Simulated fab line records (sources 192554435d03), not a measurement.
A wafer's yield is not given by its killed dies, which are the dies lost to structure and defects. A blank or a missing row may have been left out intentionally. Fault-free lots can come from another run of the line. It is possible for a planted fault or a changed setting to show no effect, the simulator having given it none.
fab line records :: flow n5Finfet :: part 2 of 2: steps 10 to 10 of 10
[record]
  lots = 8
  wafers = 23
  lastDay = 19
route steps=1938 shown BEOL_M3@934 BEOL_M4@1111 PASSIVATION@1936
lots with no fault: from the same line, run without faults
startH: hours from the record's opening day to when the first of the lot's shown wafers began :: waitH: how many hours have passed since the lot's step before this one :: " same as the row above :: L1.1+2: several wafers, shown together as one row :: - no value, or no start given :: * or withheld: withheld :: < > ~ a bound
route shown NAME@n: a module of which the file shows steps, and the number in the route of the first :: usual: the fault-free wafers' mean and standard deviation :: same: alike in all rows :: chamber/n: place in a boat :: sites: each site's reading :: _std_site: their standard deviation :: _edge_site: the outer-site mean with the inner-site mean subtracted :: radiusMm: for every site, how far away it sits from the centre of the wafer :: mask NAME#n: copy n :: behind: the tool/chamber that last shaped the wafer :: hold: what put the lot on hold/how long, in hours/how the hold closed :: device: names the non-switching transistor (n, p or np) :: end of line: the tests these same wafers got at the end of their route :: for a step that has no rows: nothing shown but its recipe :: killed: dies that structure and defects cost at the first sort, which is not the same as the wafer's yield :: map: per-die view of a wafer (x killed, . not killed, _ where there is no die)
set.NAME: the setting the step ran with; set.NAME@STEP: the setting that earlier step ran with :: model.NAME: the simulator's own value behind a step, which no gauge read
steps of the route over a sample of lots; a table a step, a row a wafer
services: the hour from which a tool's chamber was out of use, counted from the record's first day as startH (under 0 if before that day), plus the number of hours and why
[[steps]]
[step N5_PASSIVATION_PROBE_49]
[usual]
  defectLimitedYield = 91.3/1.7
  killed_at_M0_to_M3 = 33/9.9
  killed_at_M4_up = 14/6.4
  killedAtContacts = 12/7
  killedAtFrontEnd = 41/13
  killedAtOther = 3.1/2.9
  killedDies = 103/20
  killedOnRim = 13/4
  killedOpen = 67/14
  killedShort = 34/9.4
  sort_bin_4_leakage = 0.03/0.24
  sort_bin_5_function = 5.1/1.1
  sort_bin_6_memory = 3.2/0.79
  sortNPass = 1077/21
  sortYieldPct = 91.2/1.7
[same]
  grossDies = 1180
  killedAtBackSide = 0
  sort_bin_8_speed[%] = 0
lot.wafer: L566.2
tool: prober-02
chamber: -
startH: 290.56
waitH: 0.6
defectLimitedYield[%]: 92.0
killed_at_M0_to_M3: 33
killed_at_M4_up: 11
killedAtContacts: 10
killedAtFrontEnd: 35
killedAtOther: 5
killedDies: 94
killedOnRim: 14
killedOpen: 66
killedShort: 28
sort_bin_4_leakage[%]: 0
sort_bin_5_function[%]: 4.5
sort_bin_6_memory[%]: 3.3
sortNPass: 1086
sortYieldPct[%]: 92.0

lot.wafer: L566.3
tool: prober-02
chamber: -
startH: 290.61
waitH: 0.6
defectLimitedYield[%]: 90.6
killed_at_M0_to_M3: 41
killed_at_M4_up: 9
killedAtContacts: 10
killedAtFrontEnd: 43
killedAtOther: 8
killedDies: 111
killedOnRim: 10
killedOpen: 74
killedShort: 35
sort_bin_4_leakage[%]: 0
sort_bin_5_function[%]: 5.8
sort_bin_6_memory[%]: 3.4
sortNPass: 1069
sortYieldPct[%]: 90.6

lot.wafer: L566.6
tool: prober-02
chamber: -
startH: 290.76
waitH: 0.8
defectLimitedYield[%]: 91.3
killed_at_M0_to_M3: 27
killed_at_M4_up: 9
killedAtContacts: 35
killedAtFrontEnd: 29
killedAtOther: 3
killedDies: 103
killedOnRim: 16
killedOpen: 73
killedShort: 30
sort_bin_4_leakage[%]: 0.08
sort_bin_5_function[%]: 5.4
sort_bin_6_memory[%]: 3.0
sortNPass: 1076
sortYieldPct[%]: 91.2

lot.wafer: L572.2
tool: prober-02
chamber: -
startH: 317.41
waitH: 0.1
defectLimitedYield[%]: 92.5
killed_at_M0_to_M3: 25
killed_at_M4_up: 21
killedAtContacts: 8
killedAtFrontEnd: 33
killedAtOther: 1
killedDies: 88
killedOnRim: 9
killedOpen: 58
killedShort: 24
sort_bin_4_leakage[%]: 0
sort_bin_5_function[%]: 3.8
sort_bin_6_memory[%]: 2.9
sortNPass: 1092
sortYieldPct[%]: 92.5

lot.wafer: L572.4
tool: prober-02
chamber: -
startH: 317.51
waitH: 0.2
defectLimitedYield[%]: 93.2
killed_at_M0_to_M3: 19
killed_at_M4_up: 16
killedAtContacts: 13
killedAtFrontEnd: 29
killedAtOther: 3
killedDies: 80
killedOnRim: 8
killedOpen: 52
killedShort: 28
sort_bin_4_leakage[%]: 0
sort_bin_5_function[%]: 4.2
sort_bin_6_memory[%]: 2.3
sortNPass: 1100
sortYieldPct[%]: 93.2

lot.wafer: L572.5
tool: prober-02
chamber: -
startH: 317.56
waitH: 0.2
defectLimitedYield[%]: 2.1
killed_at_M0_to_M3: 1092
killed_at_M4_up: 11
killedAtContacts: 14
killedAtFrontEnd: 34
killedAtOther: 4
killedDies: 1155
killedOnRim: 129
killedOpen: 48
killedShort: 30
sort_bin_4_leakage[%]: 0
sort_bin_5_function[%]: 94.7
sort_bin_6_memory[%]: 3.1
sortNPass: 25
sortYieldPct[%]: 2.1

lot.wafer: L570.1
tool: prober-01
chamber: -
startH: 319.02
waitH: 0.0
defectLimitedYield[%]: 91.0
killed_at_M0_to_M3: 30
killed_at_M4_up: 15
killedAtContacts: 9
killedAtFrontEnd: 51
killedAtOther: 1
killedDies: 106
killedOnRim: 16
killedOpen: 75
killedShort: 29
sort_bin_4_leakage[%]: 0
sort_bin_5_function[%]: 4.8
sort_bin_6_memory[%]: 3.7
sortNPass: 1074
sortYieldPct[%]: 91.0

lot.wafer: L570.6
tool: prober-01
chamber: -
startH: 319.27
waitH: 0.3
defectLimitedYield[%]: 0.3
killed_at_M0_to_M3: 1105
killed_at_M4_up: 16
killedAtContacts: 5
killedAtFrontEnd: 48
killedAtOther: 2
killedDies: 1176
killedOnRim: 152
killedOpen: 55
killedShort: 30
sort_bin_4_leakage[%]: 0
sort_bin_5_function[%]: 96.4
sort_bin_6_memory[%]: 3.1
sortNPass: 4
sortYieldPct[%]: 0.3

lot.wafer: L573.1
tool: prober-01
chamber: -
startH: 345.45
waitH: 0.0
defectLimitedYield[%]: 91.5
killed_at_M0_to_M3: 17
killed_at_M4_up: 29
killedAtContacts: 13
killedAtFrontEnd: 37
killedAtOther: 4
killedDies: 100
killedOnRim: 12
killedOpen: 71
killedShort: 25
sort_bin_4_leakage[%]: 2.46
sort_bin_5_function[%]: 5.2
sort_bin_6_memory[%]: 2.7
sortNPass: 1051
sortYieldPct[%]: 89.1

lot.wafer: L573.2
tool: prober-01
chamber: -
startH: 345.50
waitH: 0.1
defectLimitedYield[%]: 86.5
killed_at_M0_to_M3: 46
killed_at_M4_up: 29
killedAtContacts: 29
killedAtFrontEnd: 53
killedAtOther: 2
killedDies: 159
killedOnRim: 16
killedOpen: 123
killedShort: 34
sort_bin_4_leakage[%]: 0
sort_bin_5_function[%]: 8.4
sort_bin_6_memory[%]: 4.9
sortNPass: 1021
sortYieldPct[%]: 86.5

lot.wafer: L573.6
tool: prober-01
chamber: -
startH: 345.70
waitH: 0.3
defectLimitedYield[%]: 1.2
killed_at_M0_to_M3: 1092
killed_at_M4_up: 25
killedAtContacts: 21
killedAtFrontEnd: 22
killedAtOther: 6
killedDies: 1166
killedOnRim: 152
killedOpen: 74
killedShort: 28
sort_bin_4_leakage[%]: 0
sort_bin_5_function[%]: 95.3
sort_bin_6_memory[%]: 3.2
sortNPass: 14
sortYieldPct[%]: 1.2

lot.wafer: L579.1
tool: prober-01
chamber: -
startH: 402.45
waitH: 0.0
defectLimitedYield[%]: 93.3
killed_at_M0_to_M3: 34
killed_at_M4_up: 6
killedAtContacts: 12
killedAtFrontEnd: 24
killedAtOther: 3
killedDies: 79
killedOnRim: 14
killedOpen: 51
killedShort: 28
sort_bin_4_leakage[%]: 0
sort_bin_5_function[%]: 3.1
sort_bin_6_memory[%]: 3.4
sortNPass: 1101
sortYieldPct[%]: 93.3

lot.wafer: L579.2
tool: prober-01
chamber: -
startH: 402.50
waitH: 0.1
defectLimitedYield[%]: 95.2
killed_at_M0_to_M3: 19
killed_at_M4_up: 9
killedAtContacts: 6
killedAtFrontEnd: 15
killedAtOther: 8
killedDies: 57
killedOnRim: 6
killedOpen: 29
killedShort: 25
sort_bin_4_leakage[%]: 0
sort_bin_5_function[%]: 3.1
sort_bin_6_memory[%]: 1.5
sortNPass: 1123
sortYieldPct[%]: 95.2

lot.wafer: L579.6
tool: prober-01
chamber: -
startH: 402.70
waitH: 0.3
defectLimitedYield[%]: 93.1
killed_at_M0_to_M3: 28
killed_at_M4_up: 9
killedAtContacts: 19
killedAtFrontEnd: 24
killedAtOther: 1
killedDies: 81
killedOnRim: 3
killedOpen: 59
killedShort: 20
sort_bin_4_leakage[%]: 0
sort_bin_5_function[%]: 4.3
sort_bin_6_memory[%]: 2.5
sortNPass: 1099
sortYieldPct[%]: 93.1

lot.wafer: L581.1
tool: prober-01
chamber: -
startH: 431.59
waitH: 0.0
defectLimitedYield[%]: 93.2
killed_at_M0_to_M3: 25
killed_at_M4_up: 12
killedAtContacts: 7
killedAtFrontEnd: 33
killedAtOther: 3
killedDies: 80
killedOnRim: 11
killedOpen: 57
killedShort: 23
sort_bin_4_leakage[%]: 0
sort_bin_5_function[%]: 3.4
sort_bin_6_memory[%]: 3.0
sortNPass: 1100
sortYieldPct[%]: 93.2

lot.wafer: L581.4
tool: prober-01
chamber: -
startH: 431.74
waitH: 0.2
defectLimitedYield[%]: 92.6
killed_at_M0_to_M3: 18
killed_at_M4_up: 12
killedAtContacts: 14
killedAtFrontEnd: 41
killedAtOther: 2
killedDies: 87
killedOnRim: 10
killedOpen: 62
killedShort: 25
sort_bin_4_leakage[%]: 0
sort_bin_5_function[%]: 4.3
sort_bin_6_memory[%]: 2.8
sortNPass: 1093
sortYieldPct[%]: 92.6

lot.wafer: L581.5
tool: prober-01
chamber: -
startH: 431.79
waitH: 0.2
defectLimitedYield[%]: 91.4
killed_at_M0_to_M3: 33
killed_at_M4_up: 20
killedAtContacts: 11
killedAtFrontEnd: 35
killedAtOther: 2
killedDies: 101
killedOnRim: 11
killedOpen: 76
killedShort: 25
sort_bin_4_leakage[%]: 0
sort_bin_5_function[%]: 4.7
sort_bin_6_memory[%]: 3.6
sortNPass: 1079
sortYieldPct[%]: 91.4

lot.wafer: L584.1
tool: prober-02
chamber: -
startH: 461.80
waitH: 0.0
defectLimitedYield[%]: 91.0
killed_at_M0_to_M3: 34
killed_at_M4_up: 22
killedAtContacts: 5
killedAtFrontEnd: 40
killedAtOther: 5
killedDies: 106
killedOnRim: 17
killedOpen: 68
killedShort: 32
sort_bin_4_leakage[%]: 0
sort_bin_5_function[%]: 5.5
sort_bin_6_memory[%]: 2.8
sortNPass: 1074
sortYieldPct[%]: 91.0

lot.wafer: L584.3
tool: prober-02
chamber: -
startH: 461.90
waitH: 0.1
defectLimitedYield[%]: 91.0
killed_at_M0_to_M3: 20
killed_at_M4_up: 22
killedAtContacts: 4
killedAtFrontEnd: 53
killedAtOther: 7
killedDies: 106
killedOnRim: 13
killedOpen: 80
killedShort: 23
sort_bin_4_leakage[%]: 0
sort_bin_5_function[%]: 4.3
sort_bin_6_memory[%]: 4.4
sortNPass: 1074
sortYieldPct[%]: 91.0

lot.wafer: L584.6
tool: prober-02
chamber: -
startH: 462.05
waitH: 0.3
defectLimitedYield[%]: 90.8
killed_at_M0_to_M3: 40
killed_at_M4_up: 21
killedAtContacts: 8
killedAtFrontEnd: 33
killedAtOther: 7
killedDies: 109
killedOnRim: 11
killedOpen: 74
killedShort: 31
sort_bin_4_leakage[%]: 0
sort_bin_5_function[%]: 4.7
sort_bin_6_memory[%]: 4.1
sortNPass: 1071
sortYieldPct[%]: 90.8

lot.wafer: L582.2
tool: prober-01
chamber: -
startH: 467.45
waitH: 0.1
defectLimitedYield[%]: 89.1
killed_at_M0_to_M3: 25
killed_at_M4_up: 24
killedAtContacts: 6
killedAtFrontEnd: 73
killedAtOther: 1
killedDies: 129
killedOnRim: 13
killedOpen: 89
killedShort: 40
sort_bin_4_leakage[%]: 0
sort_bin_5_function[%]: 6.7
sort_bin_6_memory[%]: 3.7
sortNPass: 1051
sortYieldPct[%]: 89.1

lot.wafer: L582.3
tool: prober-01
chamber: -
startH: 467.50
waitH: 0.1
defectLimitedYield[%]: 90.3
killed_at_M0_to_M3: 36
killed_at_M4_up: 29
killedAtContacts: 7
killedAtFrontEnd: 42
killedAtOther: 0
killedDies: 114
killedOnRim: 18
killedOpen: 92
killedShort: 21
sort_bin_4_leakage[%]: 0
sort_bin_5_function[%]: 6.4
sort_bin_6_memory[%]: 3.1
sortNPass: 1066
sortYieldPct[%]: 90.3

lot.wafer: L582.6
tool: prober-01
chamber: -
startH: 467.65
waitH: 0.3
defectLimitedYield[%]: 89.8
killed_at_M0_to_M3: 43
killed_at_M4_up: 19
killedAtContacts: 5
killedAtFrontEnd: 53
killedAtOther: 0
killedDies: 120
killedOnRim: 13
killedOpen: 92
killedShort: 28
sort_bin_4_leakage[%]: 0
sort_bin_5_function[%]: 5.8
sort_bin_6_memory[%]: 4.1
sortNPass: 1060
sortYieldPct[%]: 89.8
// killed by level:class
L566.2 BEOL_M3:geometricParticle:open=10 BEOL_M2:geometricParticle:open=9 STI_FIN_REVEAL:geometricParticle:open=8 MOL_CONTACT_COAG:geometricParticle:open=8 BEOL_M1:geometricParticle:open=7 FIN_SAQP:geometricParticle:short=6 BEOL_M4:geometricParticle:open=6 FIN_SAQP:geometricParticle:open=5
L566.3 BEOL_M3:geometricParticle:open=13 FIN_SAQP:geometricParticle:open=9 STI_FIN_REVEAL:geometricParticle:open=9 MOL_CONTACT_COAG:geometricParticle:open=8 FIN_SAQP:geometricParticle:short=7 BEOL_M1:geometricParticle:open=6 BEOL_M2:geometricParticle:open=6 PASS1_CAP:geometricParticle:short=4
L566.6 MOL_CONTACT_COAG:geometricParticle:open=31 BEOL_M0_SAQP:geometricParticle:open=9 FIN_SAQP:geometricParticle:short=7 STI_FIN_REVEAL:geometricParticle:open=6 BEOL_M0_SAQP:geometricParticle:short=5 BEOL_M3:geometricParticle:open=5 BEOL_M2:geometricParticle:open=4 MOL_CONTACT_COAG:geometricParticle:short=4
L572.2 BEOL_M4:geometricParticle:open=9 BEOL_M2:geometricParticle:open=8 FIN_SAQP:geometricParticle:open=7 MOL_CONTACT_COAG:geometricParticle:open=6 BEOL_M0_SAQP:geometricParticle:open=5 BEOL_M4:geometricParticle:short=5 HKMG_FIN:areaEtch=5 FIN_SAQP:geometricParticle:short=4
L572.4 MOL_CONTACT_COAG:geometricParticle:open=12 BEOL_M4:geometricParticle:open=11 STARTING-WAFER:geometricParticle:short=6 BEOL_M1:geometricParticle:open=5 STI_FIN_REVEAL:geometricParticle:open=4 BEOL_M0_SAQP:geometricParticle:short=4 FIN_SAQP:geometricParticle:open=3 FIN_SAQP:geometricParticle:short=3
L572.5 BEOL_M3:areaOpen=1073 MOL_CONTACT_COAG:geometricParticle:open=12 FIN_SAQP:geometricParticle:short=6 BEOL_M0_SAQP:geometricParticle:short=6 BEOL_M4:geometricParticle:open=6 FIN_SAQP:geometricParticle:open=5 BEOL_M2:geometricParticle:open=5 DUMMY_GATE:geometricParticle:open=4
L570.1 FIN_SAQP:geometricParticle:short=16 FIN_SAQP:geometricParticle:open=15 BEOL_M1:geometricParticle:open=11 MOL_CONTACT_COAG:geometricParticle:open=7 DUMMY_GATE:geometricParticle:open=4 STARTING-WAFER:geometricParticle:open=4 BEOL_M0_SAQP:geometricParticle:open=4 BEOL_M0:geometricParticle:open=4
L570.6 BEOL_M3:areaOpen=1091 FIN_SAQP:geometricParticle:open=14 FIN_SAQP:geometricParticle:short=10 STI_FIN_REVEAL:geometricParticle:open=6 BEOL_M4:geometricParticle:open=6 BEOL_M5:geometricParticle:open=5 GATE_CUT:geometricParticle:open=4 GATE_CUT:geometricParticle:short=4
L573.1 BEOL_M4:geometricParticle:open=12 DUMMY_GATE:geometricParticle:open=7 MOL_CONTACT_COAG:geometricParticle:open=7 FIN_SAQP:geometricParticle:open=6 MOL_CONTACT_COAG:geometricParticle:short=5 BEOL_M2:geometricParticle:open=5 BEOL_M7:geometricParticle:open=5 DUMMY_GATE:geometricParticle:short=4
L573.2 MOL_CONTACT_COAG:geometricParticle:open=24 BEOL_M4:geometricParticle:open=16 BEOL_M1:geometricParticle:open=16 FIN_SAQP:geometricParticle:open=12 BEOL_M3:geometricParticle:open=12 STI_FIN_REVEAL:geometricParticle:open=9 DUMMY_GATE:geometricParticle:open=7 MOL_CONTACT_COAG:geometricParticle:short=5
L573.6 BEOL_M3:areaOpen=1060 MOL_CONTACT_COAG:geometricParticle:open=17 BEOL_M4:geometricParticle:open=10 BEOL_M3:geometricParticle:open=9 BEOL_M2:geometricParticle:open=7 FIN_SAQP:geometricParticle:short=5 FIN_SAQP:geometricParticle:open=5 BEOL_M3:geometricParticle:short=5
L579.1 MOL_CONTACT_COAG:geometricParticle:open=9 GATE_CUT:geometricParticle:short=6 BEOL_M0_SAQP:geometricParticle:open=6 BEOL_M3:geometricParticle:open=6 BEOL_M0_SAQP:geometricParticle:short=5 DUMMY_GATE:geometricParticle:open=4 GATE_CUT:geometricParticle:open=4 BEOL_M0:geometricParticle:open=4
L579.2 MIM_TOP_ETCH:geometricParticle:short=6 FIN_SAQP:geometricParticle:short=5 MOL_CONTACT_COAG:geometricParticle:open=5 BEOL_M0_SAQP:geometricParticle:short=5 BEOL_M2:geometricParticle:open=4 FIN_SAQP:geometricParticle:open=3 BEOL_M3:geometricParticle:open=3 FIN_CUT:geometricParticle:open=2
L579.6 MOL_CONTACT_COAG:geometricParticle:open=17 BEOL_M3:geometricParticle:open=7 BEOL_M0_SAQP:geometricParticle:short=5 DUMMY_GATE:geometricParticle:open=4 GATE_CUT:geometricParticle:short=4 BEOL_M0_SAQP:geometricParticle:open=4 BEOL_M2:geometricParticle:open=4 BEOL_M0:geometricParticle:open=3
L581.1 STI_FIN_REVEAL:geometricParticle:open=9 BEOL_M4:geometricParticle:open=9 BEOL_M2:geometricParticle:open=8 MOL_CONTACT_COAG:geometricParticle:open=6 STARTING-WAFER:geometricParticle:short=5 GATE_CUT:geometricParticle:open=4 FIN_SAQP:geometricParticle:open=3 BEOL_M0:geometricParticle:open=3
L581.4 MOL_CONTACT_COAG:geometricParticle:open=11 STI_FIN_REVEAL:geometricParticle:open=10 DUMMY_GATE:geometricParticle:open=9 BEOL_M2:geometricParticle:open=6 GATE_CUT:geometricParticle:short=5 FIN_SAQP:geometricParticle:open=4 BEOL_M4:geometricParticle:open=4 STARTING-WAFER:geometricParticle:short=4
L581.5 BEOL_M4:geometricParticle:open=16 MOL_CONTACT_COAG:geometricParticle:open=11 BEOL_M1:geometricParticle:open=8 STI_FIN_REVEAL:geometricParticle:open=7 BEOL_M2:geometricParticle:open=7 FIN_SAQP:geometricParticle:open=6 FIN_SAQP:geometricParticle:short=4 DUMMY_GATE:geometricParticle:open=3
L584.1 BEOL_M3:geometricParticle:open=11 BEOL_M4:geometricParticle:open=11 STI_FIN_REVEAL:geometricParticle:open=8 BEOL_M0_SAQP:geometricParticle:short=7 BEOL_M0_SAQP:geometricParticle:open=7 FIN_SAQP:geometricParticle:short=5 HKMG_FIN:areaEtch=5 FIN_SAQP:geometricParticle:open=4
L584.3 FIN_SAQP:geometricParticle:open=24 STI_FIN_REVEAL:geometricParticle:open=12 BEOL_M4:geometricParticle:open=7 FIN_SAQP:geometricParticle:short=6 BEOL_M0_SAQP:geometricParticle:open=6 BEOL_M2:geometricParticle:open=6 GATE_CUT:geometricParticle:short=4 MOL_CONTACT_COAG:geometricParticle:open=4
L584.6 BEOL_M0_SAQP:geometricParticle:open=16 STI_FIN_REVEAL:geometricParticle:open=10 BEOL_M4:geometricParticle:open=9 FIN_SAQP:geometricParticle:open=6 BEOL_M1:geometricParticle:open=6 MOL_CONTACT_COAG:geometricParticle:open=6 BEOL_M2:geometricParticle:open=5 BEOL_M3:geometricParticle:open=5
L582.2 STI_FIN_REVEAL:geometricParticle:open=42 BEOL_M4:geometricParticle:open=12 STI_FIN_REVEAL:geometricParticle:short=7 GATE_CUT:geometricParticle:short=7 MOL_CONTACT_COAG:geometricParticle:open=6 BEOL_M1:geometricParticle:open=6 BEOL_M4:geometricParticle:short=6 BEOL_M5:geometricParticle:open=6
L582.3 STI_FIN_REVEAL:geometricParticle:open=24 BEOL_M3:geometricParticle:open=10 BEOL_M4:geometricParticle:open=10 BEOL_M5:geometricParticle:open=9 BEOL_M1:geometricParticle:open=7 MOL_CONTACT_COAG:geometricParticle:open=5 BEOL_M3:geometricParticle:short=5 BEOL_M6:geometricParticle:open=5
L582.6 STI_FIN_REVEAL:geometricParticle:open=31 BEOL_M0_SAQP:geometricParticle:open=14 BEOL_M4:geometricParticle:open=11 BEOL_M3:geometricParticle:open=10 BEOL_M0_SAQP:geometricParticle:short=8 STI_FIN_REVEAL:geometricParticle:short=4 BEOL_M3:geometricParticle:short=4 BEOL_M5:geometricParticle:open=4
[[services]]
tool: aldSin-03
chamber: -
startH: 176.75
hours: 14.0
kind: pm

tool: aldSin-03
chamber: 0
startH: 176.75
hours: 14.0
kind: ventCycle

tool: aldSin-03
chamber: 1
startH: 176.75
hours: 14.0
kind: ventCycle

tool: aldSin-03
chamber: 2
startH: 176.75
hours: 14.0
kind: ventCycle

tool: aldSin-03
chamber: 3
startH: 176.75
hours: 14.0
kind: ventCycle

tool: rieDiel-06
chamber: -
startH: 177.84
hours: 0.6
kind: repair

tool: rieDiel-04
chamber: 0
startH: 185.19
hours: 4.0
kind: repair

tool: aldSin-03
chamber: 0
startH: 190.75
hours: -
kind: clean

tool: aldSin-03
chamber: 1
startH: 190.75
hours: -
kind: clean

tool: aldSin-04
chamber: 2
startH: 212.32
hours: 4.2
kind: repair

tool: aldSin-02
chamber: 2
startH: 224.19
hours: 2.0
kind: repair

tool: aldSin-02
chamber: 3
startH: 225.22
hours: 17.1
kind: repair

tool: rieDiel-06
chamber: 3
startH: 235.37
hours: 2.3
kind: repair

tool: rieDiel-06
chamber: 0
startH: 244.91
hours: -
kind: clean

tool: rieDiel-06
chamber: 0
startH: 244.91
hours: -
kind: consumableReplace:focusRing

tool: rieDiel-06
chamber: 0
startH: 244.91
hours: 17.9
kind: scheduledDown

tool: rieDiel-06
chamber: 0
startH: 244.91
hours: 17.9
kind: ventCycle

tool: aldSin-04
chamber: 0
startH: 261.16
hours: 5.3
kind: repair

tool: aldSin-03
chamber: -
startH: 274.20
hours: 1.3
kind: repair

tool: rieDiel-06
chamber: 1
startH: 295.74
hours: 3.9
kind: repair

tool: aldSin-03
chamber: 3
startH: 303.65
hours: 10.1
kind: repair

tool: rieDiel-06
chamber: 1
startH: 303.97
hours: 8.4
kind: repair

tool: aldSin-04
chamber: -
startH: 306.77
hours: 2.6
kind: repair

tool: aldSin-03
chamber: 1
startH: 315.05
hours: 4.1
kind: repair
[[key]]
[firstSign]
  step = N5_BEOL_M3_ETCHBACK_99
  reading = oesProductAu
  direction = down
  sigmas = 5.5
  usual = 0.79
  struck = 0.34
[effect]
  step = N5_BEOL_M3_OCD_MEAS_38
  reading = trenchDepthNm
  direction = down
  sigmas = 49
  usual = 55.4
  struck = 1.4
[effect]
  step = N5_BEOL_M3_CD_MEAS_35
  reading = cdNm
  direction = missing
[effect]
  step = N5_BEOL_M3_THK_MEAS_53
  reading = M3_THK
  direction = missing
[effect]
  step = N5_PASSIVATION_PROBE_49
  reading = killed_at_M0_to_M3
  direction = up
  sigmas = 99+
  usual = 33
  struck = 1096
[moreKillsBornAt]
  N5_BEOL_M3_HM_OPEN_17@rieMetal-01 = 1091
  N5_BEOL_M3_HM_OPEN_17@rieMetal-03 = 1073
  N5_BEOL_M3_HM_OPEN_17@rieMetal-02 = 1060
metAt N5_BEOL_M3_HM_DEP_02
struckLots L570,L572,L573
struckWafers L570.6,L572.5,L573.6
laterRowsLeftOut L570.6,L572.5,L573.6
notActingAt N5_BEOL_M3_STRIP_66,N5_BEOL_M3_ETCH_77,N5_BEOL_M3_ALD_98
onsetBetween 172.77 197.19
[fault]
  kind = processParameterDrift
  tool = pvdSputter-03
  chamber = -
  onsetH = 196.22
  steps = N5_BEOL_M3_HM_DEP_02
  channel = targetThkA
  offset = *
  shape = step
  endH = 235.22
  scope = struckWafersOnly
  actsIn = *
  stated = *
// laterRowsLeftOut: the simulator's readings of these wafers behind a module that went badly wrong aren't trusted and aren't shown, but for the sort
